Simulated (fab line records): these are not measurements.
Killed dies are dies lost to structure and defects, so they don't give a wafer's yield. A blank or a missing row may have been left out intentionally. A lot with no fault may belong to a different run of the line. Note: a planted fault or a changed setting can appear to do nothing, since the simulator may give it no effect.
A struck lot beside a sound one    flow n5 finfet    23 steps out of a route of 1938
Sound: these wafers, L459.2, L459.4, L459.5. Struck: wafer L468.6 (L468.4, L468.5, from the same lot, were not struck and are left out); the cause is given at the end.
At each step with rows: each side's tool, then ch and its chambers, then its first start. Under that, the readings that differ: sound wafers    struck wafers    difference of the means    sigmas: that difference in standard deviations of wafers without a fault.
alike: words and numbers the same on both sides, and readings whose means are apart by under 2 such deviations; not compared: readings that were withheld, readings missing a value for some wafer, numbers with overlapping values and no deviation given by the record, and bounds like >300 which may hide the same value.
A row with sigmas, a row that says differs or no value, or rows on one side alone: a step with any of these is where the two part. Numbers that don't overlap but have no deviation are shown without sigmas and don't part them. Lack of a reading on every wafer of one side parts them only where that side has two or more wafers.

first, 1 step without rows for these wafers: N5_WELL_APT_HARDBAKE_12 (time 120 s).
N5_WELL_APT_CD_MEAS_08: target cd 200 nm.
  sound on cd sem-02 ch 0, day 2 07:34; struck on cd sem-01 ch 0, day 4 13:41
  alike: cd nm
N5_WELL_APT_OVL_MEAS_09:
  sound on overlay-02 ch 0, day 2 07:35; struck on overlay-02 ch 0, day 4 13:43
  alike: NWELL_OVL
N5_WELL_APT_INSPECT_10: inspects for defects (macro).
  sound on defect inspect-02 at day 2 07:37; struck on defect inspect-01 at day 4 13:44
  alike: raw defect count
N5_WELL_APT_DESCUM_13: chemistry O2, time 7.9 s.
  sound on rie diel-02 ch 1,3, day 2 07:39; struck on rie diel-02 ch 3, day 4 13:47
  alike: chamber pressure mTorr, drypump motor current A, oes product au, rf vpp V, showerhead plenum p Torr, throttle valve pct
  not compared: rf hours counter h
then, 7 steps without rows for these wafers: N5_WELL_APT_IMPLANT_14; N5_WELL_APT_IMPLANT_15; N5_WELL_APT_STRIP_16 (strips in SPM, time 900 s); N5_WELL_APT_HMDS_18 (time 60 s); N5_WELL_APT_COAT_19 (resist thk 950 nm); N5_WELL_APT_EBR_21; N5_WELL_APT_SOFTBAKE_20 (time 60 s).
N5_WELL_APT_EXPOSE_22: exposes mask PWELL, defocus 0 nm, target cd 200 nm.
  sound on krf scanner-01 ch 0, day 2 08:39; struck on krf scanner-01 ch 0, day 4 14:49
  alike: mask, exposure dose mJ cm2
then, 3 steps without rows for these wafers: N5_WELL_APT_PEB_23 (peb time 90 s); N5_WELL_APT_DEVELOP_24 (develop time 45 s); N5_WELL_APT_HARDBAKE_29 (time 120 s).
N5_WELL_APT_CD_MEAS_25: target cd 200 nm.
  sound on cd sem-02 ch 0, day 2 08:49; struck on cd sem-01 ch 0, day 4 14:58
reading     sound              struck  difference  sigmas
cd nm (nm)  202.6 202.3 202.6  187.1   -15.4       -6
N5_WELL_APT_OVL_MEAS_26:
  sound on overlay-02 ch 0, day 2 08:50; struck on overlay-02 ch 0, day 4 14:59
  alike: PWELL_OVL
N5_WELL_APT_INSPECT_27: inspects for defects (macro).
  sound on defect inspect-01 at day 2 08:52; struck on defect inspect-01 at day 4 15:01
  alike: raw defect count
N5_WELL_APT_DESCUM_30: chemistry O2, time 7.9 s.
  sound on rie diel-05 ch 2,3, day 2 08:54; struck on rie diel-06 ch 1, day 4 15:03
reading                    sound              struck  difference  sigmas
model.WELL_APT.cd nm (nm)  202.8 202.4 202.8  187.7   -15.0       
  alike: chamber pressure mTorr, drypump motor current A, oes product au, rf vpp V, showerhead plenum p Torr, throttle valve pct
  not compared: rf hours counter h
following that, these wafers have no rows for 1 step: N5_WELL_APT_IMPLANT_31.
-- the record jumps here: 7 days lie between the struck wafers' starts before and after (it left off in module WELL_APT and takes up again in module BEOL_M4, whose first step shown is number 1111 of the route) --
N5_BEOL_M4_RC_MEAS_101:
  sound on prober-01 ch 0, day 9 15:09; struck on prober-02 ch 0, day 11 19:02
  alike: DIBL_N, DIBL_P, IOFF_N, IOFF_P, ION_N, ION_P, SS_N, SS_P, VT_N, VT_P
following that, these wafers have no rows for 1 step: N5_PASSIVATION_PROBE_49.

WHERE THEY PART
Only at N5_WELL_APT_CD_MEAS_25, as far as this record shows. Later steps at which nothing parts them and some readings are alike: N5_WELL_APT_OVL_MEAS_26, N5_WELL_APT_INSPECT_27, N5_WELL_APT_DESCUM_30, N5_BEOL_M4_RC_MEAS_101.

WHY: what had been put in by the simulator
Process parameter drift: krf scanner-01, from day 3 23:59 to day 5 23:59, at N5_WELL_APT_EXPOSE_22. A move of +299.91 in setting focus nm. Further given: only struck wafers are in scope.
